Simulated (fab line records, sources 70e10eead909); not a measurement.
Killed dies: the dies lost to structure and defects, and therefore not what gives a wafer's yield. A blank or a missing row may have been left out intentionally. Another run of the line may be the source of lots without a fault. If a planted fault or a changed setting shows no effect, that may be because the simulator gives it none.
Matching of chambers	flow nand_harc	4 sister chambers for NHARC_P_CONTACT_STRIP_28 on rie_diel-08
The step strips in O2. 7 wafers are shown with their chamber, then 7 later ones without.

## WAFERS PAIRED WITH THEIR CHAMBERS
wafer	chamber	chamber_pressure_mTorr (mTorr)	rf_vpp_V (V)
L228.3	3	60.07	57.6
L229.6	1	60.03	57.3
L230.1	2	60.01	56.2
L230.4	0	59.90	56.4
L230.6	0	59.87	57.4
L231.1	2	60.14	58.8
L231.4	1	60.06	58.0

## WAFERS WHOSE CHAMBER IS MISSING
wafer	chamber_pressure_mTorr (mTorr)	rf_vpp_V (V)
L231.6	60.09	57.4
L238.1	59.95	58.7
L238.3	59.88	56.0
L238.4	60.00	58.2
L241.1	59.94	59.1
L241.3	59.98	56.9
L241.4	59.95	57.4

## WHICH CHAMBER EACH WENT THROUGH
wafer	from the rows above	in truth
L231.6	can't be placed: 2 or 3 or 1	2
L238.1	can't be placed: 1 or 0 or 3 or 2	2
L238.3	0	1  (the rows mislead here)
L238.4	can't be placed: 1 or 3 or 2 or 0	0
L241.1	can't be placed: 0 or 1 or 3 or 2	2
L241.3	can't be placed: 1 or 0 or 3 or 2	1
L241.4	can't be placed: 0 or 1 or 3 or 2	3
Correctly placed: 0 of 7. Unplaceable from these rows: 6, with the true chamber sitting among the candidates in 6. Placed wrongly: 1.
How it was worked out, from the rows above alone: a wafer's distance from a chamber is the root of the sum, over the readings, of the square of ((its reading less the chamber's mean) divided by the reading's scatter). If the next closest chamber is less than 2 further off than the closest, the wafer can't be placed; otherwise it belongs to the closest. The mean given for a chamber averages the wafers shown for that chamber. The scatter is the square root of a quotient: the sum, over the shown wafers, of each reading's squared deviation from its chamber's mean, divided by wafers minus chambers.
